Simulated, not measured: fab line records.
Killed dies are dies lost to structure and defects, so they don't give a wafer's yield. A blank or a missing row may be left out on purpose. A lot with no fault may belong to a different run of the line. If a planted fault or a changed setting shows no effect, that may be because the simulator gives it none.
fab line records + flow n5_finfet
record
- lots=8
- wafers=24
- last_day=18
route steps=1938 shown BEOL_M1@794 BEOL_M4@1111 PASSIVATION@1936
lots that met no fault: from a run of the same line without faults
start_h: hours from the record's opening day to when the first of the lot's shown wafers began + wait_h: time in hours since the lot's previous step + " repeats the value in the row above + L1.1+2: a single row standing in for several wafers + - either no value or no given start + * or withheld: withheld + < > ~ a bound
route shown NAME@n: a module of which the file shows steps, and the number in the route of the first + usual: the fault-free wafers' mean and standard deviation + same: alike in all rows + chamber/n: place in a boat + sites: the reading at each site + _std_site: standard deviation of those values + _edge_site: inner sites' mean taken away from outer sites' mean + radius_mm: for every site, how far away it sits from the centre of the wafer + mask NAME#n: copy n + behind: tool/chamber where the wafer was last shaped + hold: reason for holding the lot/hours on hold/outcome of the hold + device: the transistor (n, p or np) that didn't switch + end of line: tests run on the same wafers once the route is complete + a step given without rows: its recipe and nothing more + killed: count of dies lost to structure and defects at first sort (not the wafer's yield) + map: a wafer's dies, marking killed ones x, the rest . and places with no die _
set.NAME: the setting as run; set.NAME@STEP: as run at that earlier step + model.NAME: the simulator's own value behind a step, which no gauge read
route steps across a sampled set of lots; one table per step, one row per wafer
services: the hour from which a tool's chamber was out of use, counted from the record's first day as start_h (under 0 if before that day), plus the number of hours and why
## steps
# step N5_BEOL_M1_ETCH_70
# recipe
- chemistry=N2/H2
- target=SOC
- target_depth_a=800
- overetch_a=160
- mask_material=SiARC
- temp_c=40
- time_s=120
- ion_energy_ev=200
- pressure_mtorr=30
- source_w=840
- bias_w=150
- n2_flow_sccm=200
- h2_flow_sccm=200
# usual
- bias_w=150.0/0.38
- drypump_motor_current_A=5.6/0.39
- n2_flow_sccm=200.0/0.58
- oes_product_au=0.60/0.067
- rf_vpp_V=523.9/2.5
- showerhead_plenum_p_Torr=2.54/0.093
- throttle_valve_pct=17.89/0.27
| lot.wafer | tool        | chamber | start_h | wait_h | bias_w | drypump_motor_current_A | n2_flow_sccm | oes_product_au | rf_hours_counter_h | rf_vpp_V | showerhead_plenum_p_Torr | throttle_valve_pct |
|-----------|-------------|---------|---------|--------|--------|-------------------------|--------------|----------------|--------------------|----------|--------------------------|--------------------|
| L428.1    | rie_diel-04 | 2       | 122.80  | 0.0    | 150.1  | 5.8                     | 199.8        | 0.57           | 147                | 520.8    | 2.43                     | 17.63              |
| L428.5    | "           | 2       | "       | "      | 149.3  | 5.7                     | 199.8        | 0.57           | -                  | 520.2    | 2.43                     | 17.64              |
| L428.6    | "           | 1       | "       | "      | 149.9  | 5.0                     | 200.2        | 0.55           | -                  | 522.7    | 2.52                     | 18.03              |
| L429.3    | rie_diel-02 | 3       | 130.33  | 0.0    | 149.5  | 5.7                     | 199.7        | 0.70           | 25                 | 529.7    | 2.71                     | 18.17              |
| L429.4    | "           | 0       | "       | "      | 149.9  | 4.8                     | 200.4        | 0.54           | -                  | 521.2    | 2.53                     | 18.27              |
| L429.6    | "           | 3       | "       | "      | 150.2  | 5.7                     | 200.7        | 0.70           | -                  | 526.9    | 2.71                     | 18.17              |
| L431.1    | rie_diel-02 | 0       | 145.83  | 0.0    | 150.7  | 4.7                     | 200.8        | 0.54           | 224                | 523.7    | 2.53                     | 18.27              |
| L431.4    | "           | 2       | "       | "      | 150.2  | 5.8                     | 200.5        | 0.75           | 3                  | 524.0    | 2.48                     | 17.34              |
| L431.5    | "           | 0       | "       | "      | 150.2  | 4.8                     | 201.3        | 0.54           | -                  | 523.5    | 2.53                     | 18.28              |
| L437.1    | rie_diel-02 | 1       | 179.28  | 0.0    | 150.4  | 6.0                     | 200.5        | 0.54           | 202                | 524.1    | 2.50                     | 17.87              |
| L437.2    | "           | 0       | "       | "      | 149.8  | 4.8                     | 200.8        | 0.54           | 234                | 522.4    | 2.52                     | 18.30              |
| L437.3    | "           | 3       | "       | "      | 150.1  | 5.7                     | 200.6        | 0.68           | 39                 | 529.4    | 2.71                     | 18.20              |
| L438.2    | rie_diel-02 | 0       | 202.56  | 0.0    | 150.0  | 4.8                     | 199.6        | 0.53           | 240                | 522.0    | 2.52                     | 18.32              |
| L438.4    | "           | 1       | "       | "      | 150.3  | 6.0                     | 199.3        | 0.53           | 209                | 523.0    | 2.50                     | 17.87              |
| L438.5    | "           | 3       | "       | "      | 149.4  | 5.7                     | 200.7        | 0.68           | -                  | 527.3    | 2.71                     | 18.20              |
| L440.1    | rie_diel-04 | 2       | 211.91  | 0.0    | 149.9  | 5.7                     | 199.4        | 0.55           | 174                | 519.9    | 2.42                     | 17.68              |
| L440.3    | "           | 1       | "       | "      | 149.7  | 5.0                     | 199.9        | 0.53           | 236                | 522.1    | 2.50                     | 18.07              |
| L440.4    | "           | 3       | "       | "      | 150.4  | 5.4                     | 199.8        | 0.54           | 206                | 527.5    | 2.63                     | 17.95              |
| L445.2    | rie_diel-04 | 2       | 227.27  | 0.0    | 150.3  | 5.7                     | 200.3        | 0.55           | 180                | 520.8    | 2.41                     | 17.73              |
| L445.5    | "           | 2       | "       | "      | 149.9  | 5.7                     | 199.7        | 0.55           | -                  | 522.1    | 2.41                     | 17.71              |
| L445.6    | "           | 1       | "       | "      | 150.4  | 5.0                     | 201.2        | 0.53           | -                  | 522.8    | 2.50                     | 18.08              |
| L450.2    | rie_diel-02 | 0       | 263.86  | 0.0    | 149.7  | 4.8                     | 200.0        | 0.73           | 3                  | 522.1    | 2.52                     | 17.90              |
| L450.3    | "           | 2       | "       | "      | 149.8  | 5.8                     | 199.8        | 0.67           | 38                 | 522.1    | 2.47                     | 17.42              |
| L450.4    | "           | 1       | "       | "      | 150.0  | 6.0                     | 200.0        | 0.53           | 228                | 522.6    | 2.49                     | 17.92              |
# step N5_BEOL_M1_STRIP_36
# recipe
- chemistry=N2/H2
- power_w=450
- temp_c=40
- pressure_mtorr=20
- rf_frequency_hz=6e+07
- overash_fraction=0.3
- bias_power_w=7
- h2_frac=0.5
- n2_flow_sccm=200
- h2_flow_sccm=200
# usual
- drypump_motor_current_A=5.6/0.38
- n2_flow_sccm=199.9/0.65
- oes_product_au=0.78/0.09
- rf_vpp_V=59.2/1.4
- showerhead_plenum_p_Torr=2.54/0.093
- throttle_valve_pct=23.7/0.35
| lot.wafer | tool        | chamber | start_h | wait_h | drypump_motor_current_A | n2_flow_sccm | oes_product_au | rf_hours_counter_h | rf_vpp_V | showerhead_plenum_p_Torr | throttle_valve_pct |
|-----------|-------------|---------|---------|--------|-------------------------|--------------|----------------|--------------------|----------|--------------------------|--------------------|
| L428.1    | rie_diel-04 | 2       | 122.96  | 0.0    | 5.7                     | 199.6        | 0.74           | 147                | 58.4     | 2.42                     | 23.3               |
| L428.5    | "           | 2       | "       | "      | 5.7                     | 199.8        | 0.74           | -                  | 58.5     | 2.42                     | 23.3               |
| L428.6    | "           | 1       | "       | "      | 5.0                     | 200.6        | 0.69           | -                  | 61.5     | 2.51                     | 23.8               |
| L429.3    | rie_diel-02 | 3       | 130.49  | 0.0    | 5.7                     | 199.0        | 0.91           | 26                 | 58.4     | 2.71                     | 24.2               |
| L429.4    | "           | 0       | "       | "      | 4.8                     | 201.2        | 0.70           | -                  | 57.3     | 2.53                     | 24.2               |
| L429.6    | "           | 3       | "       | "      | 5.7                     | 199.9        | 0.91           | -                  | 59.9     | 2.71                     | 24.2               |
| L431.1    | rie_diel-02 | 0       | 145.99  | 0.0    | 4.8                     | 200.2        | 0.68           | 224                | 58.7     | 2.52                     | 24.3               |
| L431.4    | "           | 2       | "       | "      | 5.8                     | 200.6        | 0.99           | 3                  | 59.4     | 2.48                     | 23.2               |
| L431.5    | "           | 0       | "       | "      | 4.8                     | 199.7        | 0.69           | -                  | 60.3     | 2.52                     | 24.3               |
| L437.1    | rie_diel-02 | 1       | 179.44  | 0.0    | 6.0                     | 200.1        | 0.72           | 202                | 60.0     | 2.50                     | 23.6               |
| L437.2    | "           | 0       | "       | "      | 4.8                     | 200.7        | 0.68           | 234                | 61.3     | 2.52                     | 24.3               |
| L437.3    | "           | 3       | "       | "      | 5.7                     | 200.2        | 0.90           | 39                 | 60.1     | 2.70                     | 24.3               |
| L438.2    | rie_diel-02 | 0       | 202.72  | 0.0    | 4.8                     | 200.8        | 0.69           | 240                | 60.1     | 2.52                     | 24.3               |
| L438.4    | "           | 1       | "       | "      | 6.0                     | 199.8        | 0.73           | 209                | 60.2     | 2.49                     | 23.6               |
| L438.5    | "           | 3       | "       | "      | 5.7                     | 200.3        | 0.87           | -                  | 58.8     | 2.70                     | 24.3               |
| L440.1    | rie_diel-04 | 2       | 212.07  | 0.0    | 5.7                     | 199.7        | 0.71           | 174                | 59.3     | 2.41                     | 23.3               |
| L440.3    | "           | 1       | "       | "      | 5.0                     | 200.0        | 0.66           | 236                | 58.1     | 2.50                     | 23.8               |
| L440.4    | "           | 3       | "       | "      | 5.4                     | 200.3        | 0.71           | 206                | 58.1     | 2.63                     | 23.6               |
| L445.2    | rie_diel-04 | 2       | 227.43  | 0.0    | 5.7                     | 201.1        | 0.71           | 180                | 56.6     | 2.41                     | 23.3               |
| L445.5    | "           | 2       | "       | "      | 5.7                     | 199.3        | 0.70           | -                  | 59.6     | 2.41                     | 23.3               |
| L445.6    | "           | 1       | "       | "      | 5.0                     | 199.1        | 0.67           | -                  | 58.6     | 2.50                     | 23.9               |
| L450.2    | rie_diel-02 | 0       | 264.02  | 0.0    | 4.8                     | 198.9        | 0.99           | 3                  | 59.2     | 2.51                     | 23.9               |
| L450.3    | "           | 2       | "       | "      | 5.8                     | 200.0        | 0.89           | 38                 | 59.2     | 2.47                     | 23.3               |
| L450.4    | "           | 1       | "       | "      | 6.0                     | 199.3        | 0.71           | 228                | 58.4     | 2.48                     | 23.6               |
# step N5_BEOL_M1_TRENCH_ETCH_37
# recipe
- chemistry=C4F6/O2
- target_depth_a=552.07
- target=SiOC
- time_s=29
- ion_energy_ev=250
- pressure_mtorr=30
- source_w=355
- bias_w=185
- Ar_flow_sccm=300
- C4F6_flow_sccm=10
- O2_flow_sccm=10
# usual
- bias_w=184.9/0.56
- drypump_motor_current_A=5.6/0.39
- oes_product_au=0.78/0.092
- rf_vpp_V=677/21
- showerhead_plenum_p_Torr=2.85/0.082
- throttle_valve_pct=20.91/0.21
| lot.wafer | tool        | chamber | start_h | wait_h | bias_w | drypump_motor_current_A | oes_product_au | rf_hours_counter_h | rf_vpp_V | showerhead_plenum_p_Torr | throttle_valve_pct |
|-----------|-------------|---------|---------|--------|--------|-------------------------|----------------|--------------------|----------|--------------------------|--------------------|
| L428.1    | rie_diel-04 | 2       | 123.00  | -      | 184.6  | 5.7                     | 0.73           | 147                | 656      | 2.73                     | 20.75              |
| L428.5    | "           | 2       | "       | "      | 185.3  | 5.7                     | 0.73           | -                  | 655      | 2.73                     | 20.76              |
| L428.6    | "           | 1       | "       | "      | 184.4  | 5.0                     | 0.69           | -                  | 702      | 2.80                     | 21.00              |
| L429.3    | rie_diel-02 | 3       | 130.53  | -      | 185.8  | 5.7                     | 0.92           | 26                 | 666      | 2.98                     | 20.87              |
| L429.4    | "           | 0       | "       | "      | 185.0  | 4.8                     | 0.69           | -                  | 681      | 2.86                     | 21.36              |
| L429.6    | "           | 3       | "       | "      | 185.5  | 5.7                     | 0.92           | -                  | 666      | 2.98                     | 20.88              |
| L431.1    | rie_diel-02 | 0       | 146.03  | -      | 186.3  | 4.8                     | 0.69           | 224                | 681      | 2.85                     | 21.35              |
| L431.4    | "           | 2       | "       | "      | 184.1  | 5.8                     | 0.98           | 3                  | 657      | 2.82                     | 20.56              |
| L431.5    | "           | 0       | "       | "      | 184.6  | 4.8                     | 0.69           | -                  | 681      | 2.85                     | 21.35              |
| L437.1    | rie_diel-02 | 1       | 179.48  | -      | 185.6  | 6.0                     | 0.65           | 202                | 712      | 2.81                     | 20.91              |
| L437.2    | "           | 0       | "       | "      | 184.8  | 4.8                     | 0.68           | 234                | 680      | 2.85                     | 21.38              |
| L437.3    | "           | 3       | "       | "      | 185.4  | 5.7                     | 0.81           | 39                 | 666      | 2.98                     | 20.88              |
| L438.2    | rie_diel-02 | 0       | 202.76  | -      | 184.1  | 4.8                     | 0.69           | 240                | 680      | 2.85                     | 21.38              |
| L438.4    | "           | 1       | "       | "      | 186.0  | 6.0                     | 0.71           | 209                | 712      | 2.81                     | 20.93              |
| L438.5    | "           | 3       | "       | "      | 185.2  | 5.7                     | 0.80           | -                  | 667      | 2.97                     | 20.90              |
| L440.1    | rie_diel-04 | 2       | 212.11  | -      | 185.1  | 5.7                     | 0.72           | 174                | 655      | 2.72                     | 20.80              |
| L440.3    | "           | 1       | "       | "      | 184.4  | 5.0                     | 0.67           | 236                | 701      | 2.79                     | 21.06              |
| L440.4    | "           | 3       | "       | "      | 185.0  | 5.4                     | 0.71           | 206                | 656      | 2.94                     | 20.95              |
| L445.2    | rie_diel-04 | 2       | 227.47  | -      | 185.2  | 5.7                     | 0.70           | 180                | 655      | 2.72                     | 20.79              |
| L445.5    | "           | 2       | "       | "      | 185.2  | 5.7                     | 0.72           | -                  | 655      | 2.72                     | 20.81              |
| L445.6    | "           | 1       | "       | "      | 185.0  | 5.0                     | 0.66           | -                  | 702      | 2.79                     | 21.07              |
| L450.2    | rie_diel-02 | 0       | 264.06  | -      | 184.8  | 4.8                     | 0.99           | 3                  | 680      | 2.84                     | 21.01              |
| L450.3    | "           | 2       | "       | "      | 185.1  | 5.8                     | 0.87           | 38                 | 657      | 2.80                     | 20.64              |
| L450.4    | "           | 1       | "       | "      | 184.9  | 6.0                     | 0.70           | 228                | 714      | 2.80                     | 20.98              |
# step N5_BEOL_M1_OCD_MEAS_38
# usual
- trench_depth_nm=54.9/1.3
| lot.wafer | tool   | chamber | start_h | wait_h | trench_depth_nm |
|-----------|--------|---------|---------|--------|-----------------|
| L428.1    | ocd-02 | -       | 123.15  | -      | 52.6            |
| L428.5    | "      | -       | "       | "      | 52.8            |
| L428.6    | "      | -       | "       | "      | 52.6            |
| L429.3    | ocd-02 | -       | 130.69  | -      | 55.0            |
| L429.4    | "      | -       | "       | "      | 53.6            |
| L429.6    | "      | -       | "       | "      | 55.5            |
| L431.1    | ocd-02 | -       | 146.19  | -      | 52.8            |
| L431.4    | "      | -       | "       | "      | 55.3            |
| L431.5    | "      | -       | "       | "      | 53.0            |
| L437.1    | ocd-02 | -       | 179.63  | -      | 46.0            |
| L437.2    | "      | -       | "       | "      | 53.2            |
| L437.3    | "      | -       | "       | "      | 46.7            |
| L438.2    | ocd-02 | -       | 202.93  | -      | 54.1            |
| L438.4    | "      | -       | "       | "      | 55.4            |
| L438.5    | "      | -       | "       | "      | 46.6            |
| L440.1    | ocd-02 | -       | 212.27  | -      | 54.4            |
| L440.3    | "      | -       | "       | "      | 52.1            |
| L440.4    | "      | -       | "       | "      | 54.1            |
| L445.2    | ocd-02 | -       | 227.63  | -      | 54.1            |
| L445.5    | "      | -       | "       | "      | 55.3            |
| L445.6    | "      | -       | "       | "      | 51.9            |
| L450.2    | ocd-01 | -       | 264.22  | -      | 57.3            |
| L450.3    | "      | -       | "       | "      | 55.0            |
| L450.4    | "      | -       | "       | "      | 55.8            |
# step N5_BEOL_M1_SURFACE_TREAT_85
# recipe
- gas=Ar
- time_s=*
- ion_energy_ev=*
- ion_current_ma_cm2=0.5
- pressure_mtorr=*
- ar_flow_sccm=30
# usual
- ar_flow_sccm=30.00/0.098
- throttle_valve_pct=*
| lot.wafer | tool           | chamber | start_h | wait_h | ar_flow_sccm | throttle_valve_pct |
|-----------|----------------|---------|---------|--------|--------------|--------------------|
| L428.1    | pvd_sputter-01 | -       | 124.37  | 0.2    | 30.30        | *                  |
| L428.5    | "              | -       | "       | "      | 30.00        | *                  |
| L428.6    | "              | -       | "       | "      | 29.99        | *                  |
| L429.3    | pvd_sputter-03 | -       | 131.70  | 0.1    | 30.08        | *                  |
| L429.4    | "              | -       | "       | "      | 30.02        | *                  |
| L429.6    | "              | -       | "       | "      | 29.97        | *                  |
| L431.1    | pvd_sputter-01 | -       | 146.71  | 0.1    | 30.11        | *                  |
| L431.4    | "              | -       | "       | "      | 30.08        | *                  |
| L431.5    | "              | -       | "       | "      | 30.06        | *                  |
| L437.1    | pvd_sputter-02 | -       | 180.85  | 0.4    | 30.05        | *                  |
| L437.2    | "              | -       | "       | "      | 30.24        | *                  |
| L437.3    | "              | -       | "       | "      | 29.89        | *                  |
| L438.2    | pvd_sputter-02 | -       | 204.26  | 0.2    | 29.95        | *                  |
| L438.4    | "              | -       | "       | "      | 30.00        | *                  |
| L438.5    | "              | -       | "       | "      | 29.99        | *                  |
| L440.1    | pvd_sputter-02 | -       | 213.82  | 0.3    | 30.02        | *                  |
| L440.3    | "              | -       | "       | "      | 29.86        | *                  |
| L440.4    | "              | -       | "       | "      | 29.90        | *                  |
| L445.2    | pvd_sputter-02 | -       | 228.84  | 0.3    | 30.06        | *                  |
| L445.5    | "              | -       | "       | "      | 30.01        | *                  |
| L445.6    | "              | -       | "       | "      | 30.06        | *                  |
| L450.2    | pvd_sputter-01 | -       | 266.64  | 0.3    | 29.95        | *                  |
| L450.3    | "              | -       | "       | "      | 29.83        | *                  |
| L450.4    | "              | -       | "       | "      | 30.01        | *                  |
# step N5_BEOL_M4_RC_MEAS_101
# usual
- DIBL_N=37.5/2.5
- DIBL_P=38/3.1
- IOFF_N=0.19/0.059
- IOFF_P=0.24/0.061
- ION_N=679/16
- ION_P=465/9.8
- SS_N=72.0/0.8
- SS_P=73.7/0.86
- VT_N=248/4.5
- VT_P=-249/3.5
| lot.wafer | tool      | chamber | start_h | wait_h | DIBL_N[mV/V] | DIBL_P[mV/V] | IOFF_N[nA/um] | IOFF_P[nA/um] | ION_N[uA/um] | ION_P[uA/um] | SS_N[mV/dec] | SS_P[mV/dec] | VT_N[mV] | VT_P[mV] |
|-----------|-----------|---------|---------|--------|--------------|--------------|---------------|---------------|--------------|--------------|--------------|--------------|----------|----------|
| L428.1    | prober-02 | 0       | 163.35  | 0.0    | 34.1         | 36           | 0.12          | 0.20          | 659          | 459          | 70.6         | 72.8         | 254      | -249     |
| L428.5    | "         | 0       | "       | "      | 37.8         | 37           | 0.18          | 0.22          | 678          | 466          | 72.3         | 73.5         | 251      | -250     |
| L428.6    | "         | 0       | "       | "      | 39.7         | 40           | 0.23          | 0.27          | 679          | 459          | 72.7         | 74.2         | 248      | -245     |
| L429.3    | prober-02 | 0       | 170.07  | 0.3    | 37.3         | 38           | 0.18          | 0.23          | 677          | 459          | 72.0         | 73.5         | 250      | -250     |
| L429.4    | "         | 0       | "       | "      | 37.3         | 40           | 0.19          | 0.27          | 675          | 465          | 72.5         | 74.2         | 248      | -248     |
| L429.6    | "         | 0       | "       | "      | 37.4         | 38           | 0.18          | 0.22          | 676          | 460          | 72.6         | 73.8         | 255      | -252     |
| L431.1    | prober-01 | 0       | 188.43  | 0.0    | 35.7         | 36           | 0.15          | 0.19          | 673          | 458          | 71.9         | 72.4         | 253      | -250     |
| L431.4    | "         | 0       | "       | "      | 33.3         | 34           | 0.11          | 0.17          | 651          | 455          | 70.6         | 71.8         | 255      | -253     |
| L431.5    | "         | 0       | "       | "      | 37.1         | 38           | 0.18          | 0.24          | 669          | 461          | 71.6         | 73.8         | 248      | -249     |
| L437.1    | prober-01 | 0       | 225.41  | 0.0    | 41.4         | 40           | 0.27          | 0.33          | 702          | 477          | 72.5         | 74.7         | 244      | -244     |
| L437.2    | "         | 0       | "       | "      | 37.6         | 35           | 0.15          | 0.21          | 671          | 458          | 71.6         | 73.5         | 255      | -247     |
| L437.3    | "         | 0       | "       | "      | 38.9         | 38           | 0.19          | 0.28          | 679          | 468          | 72.4         | 73.4         | 246      | -244     |
| L438.2    | prober-01 | 0       | 251.57  | 0.2    | 39.7         | 42           | 0.30          | 0.37          | 716          | 484          | 72.8         | 74.3         | 239      | -239     |
| L438.4    | "         | 0       | "       | "      | 33.7         | 34           | 0.13          | 0.19          | 670          | 461          | 72.0         | 72.9         | 252      | -251     |
| L438.5    | "         | 0       | "       | "      | 36.6         | 38           | 0.21          | 0.29          | 701          | 486          | 71.9         | 74.4         | 241      | -244     |
| L440.1    | prober-02 | 0       | 253.23  | 0.0    | 35.6         | 35           | 0.15          | 0.17          | 660          | 448          | 71.4         | 73.2         | 250      | -255     |
| L440.3    | "         | 0       | "       | "      | 34.5         | 34           | 0.14          | 0.17          | 672          | 453          | 71.0         | 72.5         | 248      | -255     |
| L440.4    | "         | 0       | "       | "      | 37.2         | 38           | 0.18          | 0.22          | 678          | 450          | 71.9         | 73.9         | 246      | -250     |
| L445.2    | prober-01 | 0       | 283.52  | 0.2    | 40.7         | 41           | 0.24          | 0.26          | 697          | 471          | 72.1         | 74.2         | 243      | -248     |
| L445.5    | "         | 0       | "       | "      | 38.4         | 37           | 0.19          | 0.20          | 664          | 453          | 72.4         | 73.8         | 251      | -255     |
| L445.6    | "         | 0       | "       | "      | 34.4         | 34           | 0.12          | 0.16          | 658          | 449          | 71.9         | 72.4         | 255      | -254     |
| L450.2    | prober-02 | 0       | 312.12  | 0.2    | 37.5         | 39           | 0.18          | 0.22          | 679          | 466          | 72.5         | 73.7         | 251      | -252     |
| L450.3    | "         | 0       | "       | "      | 34.7         | 35           | 0.13          | 0.17          | 673          | 459          | 71.5         | 73.4         | 254      | -252     |
| L450.4    | "         | 0       | "       | "      | 37.5         | 40           | 0.19          | 0.26          | 677          | 463          | 72.1         | 74.5         | 248      | -249     |
# step N5_PASSIVATION_PROBE_49
# usual
- defect_limited_yield=91.0/1.4
- killed_at_M0_to_M3=35/10
- killed_at_M4_up=14/5.5
- killed_at_contacts=13/5.6
- killed_at_front_end=41/11
- killed_at_other=4/3.4
- killed_dies=106/16
- killed_open=68/12
- killed_short=35/7.3
- sort_bin_4_leakage=0.3/2.1
- sort_bin_5_function=5.3/0.89
- sort_bin_6_memory=3.4/0.67
- sort_n_pass=1070/28
- sort_yield_pct=90.7/2.4
# same
- gross_dies=1180
- killed_at_back_side=0
- sort_bin_8_speed[%]=0
| lot.wafer | tool      | chamber | start_h | wait_h | defect_limited_yield[%] | killed_at_M0_to_M3 | killed_at_M4_up | killed_at_contacts | killed_at_front_end | killed_at_other | killed_dies | killed_open | killed_short | sort_bin_4_leakage[%] | sort_bin_5_function[%] | sort_bin_6_memory[%] | sort_n_pass | sort_yield_pct[%] |
|-----------|-----------|---------|---------|--------|-------------------------|--------------------|-----------------|--------------------|---------------------|-----------------|-------------|-------------|--------------|-----------------------|------------------------|----------------------|-------------|-------------------|
| L431.1    | prober-01 | -       | 301.42  | 0.0    | 90.1                    | 53                 | 15              | 3                  | 41                  | 5               | 117         | 73          | 39           | 0                     | 6.1                    | 3.5                  | 1063        | 90.1              |
| L431.4    | prober-01 | -       | 301.57  | 0.2    | 89.5                    | 38                 | 9               | 11                 | 64                  | 2               | 124         | 81          | 41           | 0                     | 6.3                    | 3.8                  | 1056        | 89.5              |
| L431.5    | prober-01 | -       | 301.62  | 0.2    | 91.5                    | 44                 | 6               | 16                 | 34                  | 0               | 100         | 70          | 25           | 0                     | 5.4                    | 2.6                  | 1080        | 91.5              |
# killed by level:class
L431.1 STI_FIN_REVEAL:geometric_particle:open=13 BEOL_M0_SAQP:geometric_particle:open=11 BEOL_M1:geometric_particle:open=11 DUMMY_GATE:geometric_particle:short=8 BEOL_M0_SAQP:geometric_particle:short=8 BEOL_M1:geometric_particle:short=6 BEOL_M4:geometric_particle:open=5 DUMMY_GATE:geometric_particle:open=5
L431.4 DUMMY_GATE:geometric_particle:open=15 STI_FIN_REVEAL:geometric_particle:open=13 MOL_CONTACT_COAG:geometric_particle:open=9 BEOL_M0_SAQP:geometric_particle:short=9 BEOL_M0_SAQP:geometric_particle:open=8 BEOL_M2:geometric_particle:open=7 FIN_SAQP:geometric_particle:short=6 GATE_CUT:geometric_particle:open=5
L431.5 MOL_CONTACT_COAG:geometric_particle:open=12 BEOL_M1:geometric_particle:open=10 BEOL_M0_SAQP:geometric_particle:open=10 BEOL_M3:geometric_particle:open=8 STI_FIN_REVEAL:geometric_particle:open=7 FIN_SAQP:geometric_particle:short=6 BEOL_M0_SAQP:geometric_particle:short=6 BEOL_M2:geometric_particle:open=5
## services
| tool           | chamber | start_h | hours | kind                          |
|----------------|---------|---------|-------|-------------------------------|
| rie_diel-02    | -       | 99.37   | 0.4   | repair                        |
| rie_diel-02    | 2       | 112.20  | -     | clean                         |
| rie_diel-02    | 2       | 112.20  | -     | consumable_replace:focus_ring |
| rie_diel-02    | 2       | 112.20  | 20.4  | scheduled_down                |
| rie_diel-02    | 2       | 112.20  | 20.4  | vent_cycle                    |
| rie_diel-04    | -       | 115.63  | 0.3   | repair                        |
| pvd_sputter-01 | -       | 133.40  | 2.5   | repair                        |
| rie_diel-04    | 0       | 222.79  | 11.3  | repair                        |
| rie_diel-04    | 2       | 228.08  | 2.4   | repair                        |
| rie_diel-02    | 0       | 234.65  | -     | clean                         |
| rie_diel-02    | 0       | 234.65  | -     | consumable_replace:focus_ring |
| rie_diel-02    | 0       | 234.65  | 19.3  | scheduled_down                |
| rie_diel-02    | 0       | 234.65  | 19.3  | vent_cycle                    |
| rie_diel-04    | 1       | 249.86  | -     | clean                         |
| rie_diel-04    | 1       | 249.86  | -     | consumable_replace:focus_ring |
| rie_diel-04    | 1       | 249.86  | 12.2  | scheduled_down                |
| rie_diel-04    | 1       | 249.86  | 12.2  | vent_cycle                    |
## key
first_sign
- step=N5_BEOL_M1_OCD_MEAS_38
- reading=trench_depth_nm
- direction=down
- sigmas=6.5
- usual=54.9
- struck=46.4
effect none on later readings
met_at N5_BEOL_M1_TRENCH_ETCH_37
struck_lots L437,L438
struck_wafers L437.1,L437.3,L438.5
not_acting_at N5_BEOL_M1_ETCH_70,N5_BEOL_M1_STRIP_36,N5_BEOL_M1_SURFACE_TREAT_85
onset_between 146.03 179.48
fault
- kind=process_parameter_drift
- tool=rie_diel-02
- chamber=-
- onset_h=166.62
- steps=N5_BEOL_M1_TRENCH_ETCH_37
- channel=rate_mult
- offset=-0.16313
- shape=step
- end_h=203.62
- scope=struck_wafers_only
